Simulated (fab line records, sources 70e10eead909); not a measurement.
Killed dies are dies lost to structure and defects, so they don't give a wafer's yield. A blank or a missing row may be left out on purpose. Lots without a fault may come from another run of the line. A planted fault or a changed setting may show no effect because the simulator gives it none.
Which tool did it? | flow nand_harc | 7 lots, 21 wafers sampled, at 3 steps of a route of 1302

WHAT THE GAUGES READ, wafer by wafer
NHARC_P_M1_CD_MEAS_09: target cd 130 nm.
lot  | measured     | on        | cd_nm (nm)
L557 | day 6 12:17  | cd_sem-01 | 129.1 128.7 129.5
L560 | day 7 14:46  | cd_sem-01 | 131.2 129.9 130.5
L562 | day 8 06:14  | cd_sem-02 | 129.3 130.0 129.4
L570 | day 11 17:42 | cd_sem-03 | 105.7 105.9 106.0
L572 | day 12 08:54 | cd_sem-02 | 129.1 130.2 129.3
L575 | day 13 18:35 | cd_sem-03 | 128.5 129.2 129.1
L579 | day 15 16:11 | cd_sem-02 | 129.8 129.8 128.8

WHICH TOOL RAN EACH LOT (tool, then ch and the chambers of the sampled wafers, then the start)
lot  | NHARC_P_M0_PRE_CLEAN_29                 | NHARC_P_M1_EXPOSE_06
L557 | pvd_sputter-03, day 6 12:09 or earlier  | arfi_scanner-03 ch 0, day 6 12:09
L560 | pvd_sputter-01, day 7 14:37 or earlier  | arfi_scanner-01 ch 0, day 7 14:37
L562 | pvd_sputter-02, day 8 06:06 or earlier  | arfi_scanner-03 ch 0, day 8 06:06
L570 | pvd_sputter-02, day 11 17:34 or earlier | arfi_scanner-03 ch 0, day 11 17:34
L572 | pvd_sputter-01, day 12 08:46 or earlier | arfi_scanner-02 ch 0, day 12 08:46
L575 | pvd_sputter-03, day 13 18:26 or earlier | arfi_scanner-02 ch 0, day 13 18:26
L579 | pvd_sputter-01, day 15 16:03 or earlier | arfi_scanner-01 ch 0, day 15 16:03
- NHARC_P_M0_PRE_CLEAN_29: time 30 s.
- NHARC_P_M1_EXPOSE_06: exposes mask P M1, target cd 130 nm.

THE ANSWER, worked out from the rows above alone
Rule: what is usual is taken from the lots themselves. Put in order of their means at a reading, lots are off if they are a third of the lots or fewer, leave a main group of 4 or more, and stand apart from it by a gap of 3 or more times the standard deviation of the main group's means; of several such gaps the widest counts. A main group whose means are all the same, to the digits that the tables above print for the reading, isn't used. A lot without any number at a reading at which 4 lots or more have one is off too. The other lots that the step has rows for count as sound.
Off: L570, at NHARC_P_M1_CD_MEAS_09 (cd_nm). The main group: mean 129.5 nm, standard deviation 0.51.
A tool fits if, at a process step before that reading, it ran every lot that is off, and no sound lot after the first of them. The gauges at NHARC_P_M1_CD_MEAS_09 are tried like those tools. NHARC_P_M0_PRE_CLEAN_29 gives no start for some lots, so the hours and the order of its lots are those of NHARC_P_M1_EXPOSE_06. Can't be told from this: 2 tools fit, pvd_sputter-02 at NHARC_P_M0_PRE_CLEAN_29, arfi_scanner-03 at NHARC_P_M1_EXPOSE_06.

WHAT THE SIMULATOR HAD PUT IN
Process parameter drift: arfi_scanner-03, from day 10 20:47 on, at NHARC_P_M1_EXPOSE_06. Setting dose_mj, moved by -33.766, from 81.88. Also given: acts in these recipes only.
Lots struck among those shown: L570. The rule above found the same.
